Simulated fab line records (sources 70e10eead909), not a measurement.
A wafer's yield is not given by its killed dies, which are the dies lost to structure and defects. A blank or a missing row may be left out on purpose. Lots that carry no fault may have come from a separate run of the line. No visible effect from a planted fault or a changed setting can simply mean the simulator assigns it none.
Struck lot and sound lot, side by side | flow nandHarc | 15 steps out of a route of 1302
Sound: wafers L797.1, L797.2, L797.4. Struck: wafers L798.1, L798.4, L798.5. At the end, the cause is stated.
Each step with rows lists, per side, the tool, then ch with its chambers, then its first start. Under that, the readings that differ: sound wafers | struck wafers | difference of the means | sigmas: that difference in standard deviations of wafers without a fault.
alike: a reading whose means differ by less than 2 such deviations, as well as words and numbers matching on both sides. not compared: withheld readings; readings where some wafer has no value; bounds like >300 that might hide an equal value; numbers whose values overlap and for which the record gives no deviation.
Wherever a step has rows on one side only, a row that says differs or no value, or a row with sigmas, the two part there. Non-overlapping numbers with no deviation appear without sigmas and do not part them. A reading that every wafer of one side lacks parts them only if that side has two wafers or more.

first, 7 steps without rows for these wafers: NHARC_P_ZERO_WELL_COAT_64 (time 65 s); NHARC_P_ZERO_WELL_COAT_05 (resist thk 600 nm); NHARC_P_ZERO_WELL_SOFTBAKE_06 (time 70 s); NHARC_P_ZERO_WELL_EBR_07; NHARC_P_ZERO_WELL_EXPOSE_08 (exposes mask P ZERO, target cd 500 nm); NHARC_P_ZERO_WELL_PEB_09 (peb time 80 s); NHARC_P_ZERO_WELL_DEVELOP_10 (time 50 s).
NHARC_P_ZERO_WELL_CD_MEAS_11: the cd target is 500 nm.
  sound on cdSem-02 ch 0, day 5 15:07; struck on cdSem-02 ch 0, day 6 01:14
  alike: cdNm
then, 1 step without rows for these wafers: NHARC_P_ZERO_WELL_HARDBAKE_12 (time 65 s).
NHARC_P_ZERO_WELL_DESCUM_13: chemistry O2, time 3 s.
  sound on rieDiel-12 ch 0,2,3, day 5 15:17; struck on rieDiel-11 ch 1,2,3, day 6 01:24
  alike: drypumpMotorCurrentA, mfcArSccm, o2FlowSccm, oesProductAu, rfVppV, showerheadPlenumPTorr, throttleValvePct
  not compared: rfHoursCounterH
NHARC_P_ZERO_WELL_ETCH_65: etches the open film in N2/H2, target depth 80 nm, overetch 24 nm, time 87.88 s.
  sound on rieDiel-12 ch 0,1,2, day 5 15:21; struck on rieDiel-11 ch 0,1,2, day 6 01:29
  alike: drypumpMotorCurrentA, mfcArSccm, oesProductAu, rfVppV, showerheadPlenumPTorr, throttleValvePct
  not compared: rfHoursCounterH
NHARC_P_ZERO_WELL_ETCH_62: etches the open film in CHF3/Ar, target depth 13 nm, time 6.5 s.
  sound on rieDiel-12 ch 1,2,3; struck on rieDiel-11 ch 0,1,2
  alike: drypumpMotorCurrentA, mfcArSccm, oesProductAu, rfVppV, showerheadPlenumPTorr, throttleValvePct
  not compared: rfHoursCounterH
NHARC_P_ZERO_WELL_ETCH_63: etches the open film in HBr/Cl2, target depth 120 nm, time 40.1 s.
  sound on rieSi-02 ch 0,1,3, day 5 15:32; struck on rieSi-04 ch 2,3, day 6 01:39
reading             | sound             | struck            | difference | sigmas
oesProductAu (a.u.) | 0.998 0.999 0.993 | 0.840 0.832 0.836 | -0.161     | -20
  alike: drypumpMotorCurrentA, throttleValvePct
  not compared: rfHoursCounterH
then, 1 step without rows for these wafers: NHARC_P_ZERO_WELL_STRIP_15 (strips in SPM, time 900 s).
-- jump in the record: it breaks off in module P_ZERO_WELL and resumes in module END (first step shown: number 1302 of the route), and 23 days separate the struck wafers' starts before and after --
NHARC_END_SORT_01:
  sound on prober-02 ch 0, day 28 08:28; struck on prober-01 ch 0, day 28 19:44
reading       | sound    | struck   | difference | sigmas
killedAtArray | 57 53 54 | 16 20 17 | -37        | -2
killedDies    | 62 59 57 | 19 26 20 | -38        | -2
  alike: killedAtOther, killedAtPeriphery, killedOpen, killedShort

WHERE THEY PART
Earliest at NHARC_P_ZERO_WELL_ETCH_63; latest, in this record, at NHARC_END_SORT_01.

WHY: what had been put in by the simulator
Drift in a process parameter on rieSi-04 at NHARC_P_ZERO_WELL_ETCH_63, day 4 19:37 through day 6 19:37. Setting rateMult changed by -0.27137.
